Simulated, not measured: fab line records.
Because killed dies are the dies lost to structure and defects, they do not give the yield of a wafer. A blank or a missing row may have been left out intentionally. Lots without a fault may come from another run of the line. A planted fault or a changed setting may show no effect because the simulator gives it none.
Matching of chambers + flow nand-harc + NHARC_A_STAIRCASE_DESCUM_219 on rie-diel-04: 4 sister chambers
The step chemistry O2, time 3 s. 22 wafers are shown with their chamber, then 11 later ones without.

## WAFERS PAIRED WITH THEIR CHAMBERS
| wafer  | chamber | drypump-motor-current-A (A) | showerhead-plenum-p-Torr (Torr) | oes-product-au (a.u.) |
|--------|---------|-----------------------------|---------------------------------|-----------------------|
| L076.2 | 0       | 5.5                         | 1.88                            | 0.998                 |
| L076.4 | 3       | 6.6                         | 2.07                            | 0.983                 |
| L076.5 | 1       | 5.6                         | 1.86                            | 1.003                 |
| L077.1 | 1       | 5.6                         | 1.86                            | 1.001                 |
| L077.2 | 0       | 5.4                         | 1.88                            | 0.985                 |
| L077.3 | 3       | 6.5                         | 2.07                            | 0.975                 |
| L081.1 | 2       | 5.2                         | 1.94                            | 0.999                 |
| L081.4 | 0       | 5.5                         | 1.87                            | 0.996                 |
| L081.5 | 0       | 5.5                         | 1.88                            | 0.985                 |
| L083.2 | 1       | 5.6                         | 1.86                            | 1.002                 |
| L083.5 | 3       | 6.6                         | 2.07                            | 0.971                 |
| L083.6 | 2       | 5.2                         | 1.94                            | 1.007                 |
| L085.3 | 3       | 6.6                         | 2.06                            | 0.974                 |
| L085.5 | 2       | 5.2                         | 1.94                            | 1.008                 |
| L085.6 | 3       | 6.6                         | 2.06                            | 0.972                 |
| L088.1 | 1       | 5.6                         | 1.85                            | 1.015                 |
| L088.2 | 0       | 5.5                         | 1.87                            | 1.003                 |
| L088.4 | 2       | 5.2                         | 1.94                            | 1.009                 |
| L091.1 | 3       | 6.6                         | 2.06                            | 0.988                 |
| L091.4 | 2       | 5.2                         | 1.93                            | 1.019                 |
| L091.5 | 1       | 5.6                         | 1.85                            | 1.005                 |
| L093.3 | 2       | 5.2                         | 1.93                            | 1.014                 |

SIGNATURES (averages over the wafers above)
| reading                  | chamber 0 | chamber 1 | chamber 2 | chamber 3 | scatter within a chamber |
|--------------------------|-----------|-----------|-----------|-----------|--------------------------|
| drypump-motor-current-A  | 5.480     | 5.600     | 5.200     | 6.583     | 0.0301                   |
| showerhead-plenum-p-Torr | 1.8760    | 1.8560    | 1.9367    | 2.0650    | 0.00539                  |
| oes-product-au           | 0.99340   | 1.00520   | 1.00933   | 0.97717   | 0.00687                  |
Rule: a wafer lies at a distance from a chamber equal to the root of the sum of squares, over the readings, of (its reading less the chamber's mean, divided by the reading's scatter). If the next closest chamber is less than 2 further off than the closest, the wafer can't be placed; otherwise it belongs to the closest. How the scatter is found: for the shown wafers, subtract from each reading the mean of its chamber, square and add these, divide the total by (wafers less chambers), then take the root.

## WAFERS MISSING THEIR CHAMBER
| wafer  | drypump-motor-current-A (A) | showerhead-plenum-p-Torr (Torr) | oes-product-au (a.u.) |
|--------|-----------------------------|---------------------------------|-----------------------|
| L093.5 | 6.6                         | 2.06                            | 0.994                 |
| L093.6 | 5.2                         | 1.93                            | 1.011                 |
| L092.1 | 5.5                         | 1.86                            | 1.002                 |
| L092.3 | 5.6                         | 1.85                            | 1.002                 |
| L092.5 | 6.5                         | 2.06                            | 0.987                 |
| L096.1 | 6.6                         | 2.05                            | 0.990                 |
| L096.2 | 5.2                         | 1.93                            | 1.022                 |
| L096.3 | 5.6                         | 1.85                            | 1.023                 |
| L096.4 | 5.5                         | 1.86                            | 1.003                 |
| L096.5 | 5.3                         | 1.93                            | 1.016                 |
| L096.6 | 5.6                         | 1.85                            | 1.018                 |

## EACH ONE'S CHAMBER
| wafer  | from the rows above     | in truth |
|--------|-------------------------|----------|
| L093.5 | 3                       | 3        |
| L093.6 | 2                       | 2        |
| L092.1 | can't be placed: 0 or 1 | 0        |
| L092.3 | 1                       | 1        |
| L092.5 | 3                       | 3        |
| L096.1 | 3                       | 3        |
| L096.2 | 2                       | 2        |
| L096.3 | 1                       | 1        |
| L096.4 | can't be placed: 0 or 1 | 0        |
| L096.5 | 2                       | 2        |
| L096.6 | 1                       | 1        |
Placed correctly: 9 of 11. Unplaceable from these rows: 2, with the true chamber sitting among the candidates in 2. 0 placed wrongly.
